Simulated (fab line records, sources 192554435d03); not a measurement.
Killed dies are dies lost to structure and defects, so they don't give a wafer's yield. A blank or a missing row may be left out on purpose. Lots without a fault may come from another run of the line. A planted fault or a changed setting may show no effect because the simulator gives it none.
Split-lot experiment | flow n5_finfet | 7 lots, 21 wafers read, on a route of 1938 steps

THE SPLIT
At N5_BEOL_M11_COAT_63 (time 60 s, resist thk 100 nm), the setting spin_rpm was moved away from the recipe's 1500 rpm on 7 of the 21 wafers read, by -10.5% to +7.7%. The other wafers ran this setting at the recipe's value.

FROM THE SPLIT TO THE READING: what the file shows between them, 6 steps
- N5_BEOL_M11_COAT_64: time 60 s, resist thk 30 nm
- N5_BEOL_M11_COAT_22: resist thk 90 nm
- N5_BEOL_M11_DESCUM_33: chemistry O2, time 7.9 s
- N5_BEOL_M11_ETCH_65: etches SiARC in CF4, target depth 39 nm, time 65 s
- N5_BEOL_M11_ETCH_66: etches SOC in N2/H2, target depth 120 nm, overetch 24 nm, time 180 s
- N5_BEOL_M11_STRIP_69: strips in N2/H2

THE READING
SOC_of_BEOL_M11_COAT_63.thk_nm (the simulator's own value, which no gauge read), in nm, at N5_BEOL_M11_VIA_ETCH_34 (etches SiCOH lowk in C4F6/O2, target depth 184.5 nm, time 69.2 s). The file gives no usual value for it. The 14 wafers here that ran the recipe average 92.0 nm, standard deviation 0.28 nm.

wafer  | tool, chamber at the split | spin_rpm as run, rpm | against the recipe | SOC_of_BEOL_M11_COAT_63.thk_nm, nm | against lot-mates on the recipe
L078.1 | litho_track-04, 0          | 1500                 | recipe             | 91.6                               | -
L078.2 | litho_track-04, 0          | 1500                 | recipe             | 91.8                               | -
L078.3 | litho_track-04, 0          | 1427                 | -4.9%              | 94.6                               | +2.9
L079.1 | litho_track-05, 0          | 1500                 | recipe             | 92.2                               | -
L079.3 | litho_track-05, 0          | 1500                 | recipe             | 92.2                               | -
L079.4 | litho_track-05, 0          | 1500                 | recipe             | 92.4                               | -
L081.2 | litho_track-05, 0          | 1500                 | recipe             | 91.8                               | -
L081.5 | litho_track-05, 0          | 1616                 | +7.7%              | 88.2                               | -3.6
L081.6 | litho_track-05, 0          | 1616                 | +7.7%              | 88.2                               | -3.6
L085.2 | litho_track-04, 0          | 1550                 | +3.3%              | 90.2                               | -1.8
L085.4 | litho_track-04, 0          | 1550                 | +3.3%              | 90                                 | -2.0
L085.6 | litho_track-04, 0          | 1500                 | recipe             | 92                                 | -
L087.1 | litho_track-03, 0          | 1500                 | recipe             | 91.6                               | -
L087.2 | litho_track-03, 0          | 1500                 | recipe             | 92.4                               | -
L087.4 | litho_track-03, 0          | 1343                 | -10.5%             | 97.6                               | +5.6
L091.1 | litho_track-04, 0          | 1375                 | -8.3%              | 96.6                               | +4.4
L091.2 | litho_track-04, 0          | 1500                 | recipe             | 92.4                               | -
L091.4 | litho_track-04, 0          | 1500                 | recipe             | 92                                 | -
L097.1 | litho_track-05, 0          | 1500                 | recipe             | 92.4                               | -
L097.2 | litho_track-05, 0          | 1500                 | recipe             | 91.8                               | -
L097.4 | litho_track-05, 0          | 1500                 | recipe             | 92                                 | -

THE FIT
A straight line over all 21 wafers: SOC_of_BEOL_M11_COAT_63.thk_nm changes by -0.525 nm for each +1% of spin_rpm; r = -0.99; the points scatter about the line by 0.27 nm.
The same after taking each lot's own level away (the mean of its wafers on the recipe; 21 wafers): -0.516 nm for each +1%; r = -0.99; scatter 0.25 nm.
On that fit, the largest move of spin_rpm shifts the reading by 5.4 nm.
The lots' own levels span 91.70 to 92.27 nm, that is 2.0 times the standard deviation above.
So the lot-to-lot level changes the slope little: the two slopes agree.
Check: with one of the wafers moved furthest among these (-10.5%) left out of the fit, the line predicts +5.37 nm for it against its lot-mates. It came out at +5.6 nm against them.

OTHER SPLITS ON THESE WAFERS
These wafers also went through other splits before the reading. Each is held against what the fit with the lots' levels taken away leaves over:
other split on the same wafers | wafers away from the commonest value | r with SOC_of_BEOL_M11_COAT_63.thk_nm (lot level and that fit taken away)
N5_BEOL_M10_EXPOSE_25 dose_mj  | 7                                    | +0.04
N5_BEOL_M11_ETCH_62 time_s     | 8                                    | +0.18

THE WHOLE CHAIN: every reading that the file lists as answering this split, in the file's order
step                    | what it does                                                         | reading                                                                         | change (the file's fit)               | r (the file's)
N5_BEOL_M11_COAT_63     | time 60 s, resist thk 100 nm                                         | SOC_of_BEOL_M11_COAT_63.thk_nm (the simulator's own value, which no gauge read) | -0.52 nm for each +1% of the setting  | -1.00
N5_BEOL_M11_ETCH_66     | etches SOC in N2/H2, target depth 120 nm, overetch 24 nm, time 180 s | etch.depth_nm (the simulator's own value, which no gauge read)                  | -0.526 nm for each +1% of the setting | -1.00
N5_BEOL_M11_VIA_ETCH_34 | etches SiCOH lowk in C4F6/O2, target depth 184.5 nm, time 69.2 s     | SOC_of_BEOL_M11_COAT_63.thk_nm (the simulator's own value, which no gauge read) | -0.525 nm for each +1% of the setting | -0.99

THE FILE'S OWN FIT
SOC_of_BEOL_M11_COAT_63.thk_nm changes by -0.525 nm for each +1% of spin_rpm, r = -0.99.
